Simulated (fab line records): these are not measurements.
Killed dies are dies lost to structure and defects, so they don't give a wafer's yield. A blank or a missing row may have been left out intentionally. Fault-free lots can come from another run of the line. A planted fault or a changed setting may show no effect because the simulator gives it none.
Which tool is to blame? / flow n5-finfet / 36 wafers from 12 lots sampled at 2 of the route's 1938 steps

## WHAT EACH GAUGE READ, for each wafer
N5_BEOL_M9_INSPECT_30: inspects for defects (brightfield).
lot=L075; measured=day 10 11:19; on=defect-inspect-02; raw-defect-count=397 321 366
lot=L076; measured=day 10 13:42; on=defect-inspect-01; raw-defect-count=485 577 566
lot=L078; measured=day 10 16:26; on=defect-inspect-01; raw-defect-count=378 321 351
lot=L082; measured=day 11 16:32; on=defect-inspect-01; raw-defect-count=460 355 447
lot=L083; measured=day 12 01:56; on=defect-inspect-01; raw-defect-count=466 452 465
lot=L086; measured=day 12 23:13; on=defect-inspect-02; raw-defect-count=344 435 579
lot=L088; measured=day 13 05:44; on=defect-inspect-01; raw-defect-count=449 403 472
lot=L089; measured=day 13 13:51; on=defect-inspect-01; raw-defect-count=482 337 250
lot=L090; measured=day 13 20:29; on=defect-inspect-01; raw-defect-count=686 422 324
lot=L092; measured=day 14 17:28; on=defect-inspect-02; raw-defect-count=463 532 517
lot=L095; measured=day 15 09:01; on=defect-inspect-01; raw-defect-count=570 443 444
lot=L097; measured=day 15 20:43; on=defect-inspect-01; raw-defect-count=370 417 499

## TOOL THAT RAN EACH LOT (tool first, then ch and the chambers of the sampled wafers, then the start)
lot=L075; N5_BEOL_M9_DESCUM_16=rie-diel-02 ch 0,3, day 10 08:41
lot=L076; N5_BEOL_M9_DESCUM_16=rie-diel-03 ch 0,1, day 10 12:50
lot=L078; N5_BEOL_M9_DESCUM_16=rie-diel-02 ch 0,2, day 10 15:23
lot=L082; N5_BEOL_M9_DESCUM_16=rie-diel-02 ch 1,2, day 11 15:29
lot=L083; N5_BEOL_M9_DESCUM_16=rie-diel-02 ch 0,1,2, day 12 01:02
lot=L086; N5_BEOL_M9_DESCUM_16=rie-diel-03 ch 0,1,2, day 12 22:02
lot=L088; N5_BEOL_M9_DESCUM_16=rie-diel-01 ch 0,2,3, day 13 04:40
lot=L089; N5_BEOL_M9_DESCUM_16=rie-diel-02 ch 1,3, day 13 12:11
lot=L090; N5_BEOL_M9_DESCUM_16=rie-diel-01 ch 1,3, day 13 19:18
lot=L092; N5_BEOL_M9_DESCUM_16=rie-diel-03 ch 0,1, day 14 15:04
lot=L095; N5_BEOL_M9_DESCUM_16=rie-diel-01 ch 2,3, day 15 07:32
lot=L097; N5_BEOL_M9_DESCUM_16=rie-diel-01 ch 0,1,3, day 15 19:47
- N5_BEOL_M9_DESCUM_16: chemistry O2, time 7.9 s.

## THE ANSWER, worked out from the rows above alone
Rule: usual is defined by the lots themselves. The widest of any qualifying gaps counts: lots, ordered by their means at a reading, are off when they make up no more than a third of the lots, leave a main group of 4 or more, and stand apart from it by 3 or more times the standard deviation of that group's means. If all means in a main group match to the digits the tables above print for the reading, that group is not used. A lot without any number at a reading at which 4 lots or more have one is off too. Any other lot the step has rows for is counted as sound.
None of the lots is off at any reading shown; this tells nothing.

## WHAT HAD BEEN PUT IN BY THE SIMULATOR
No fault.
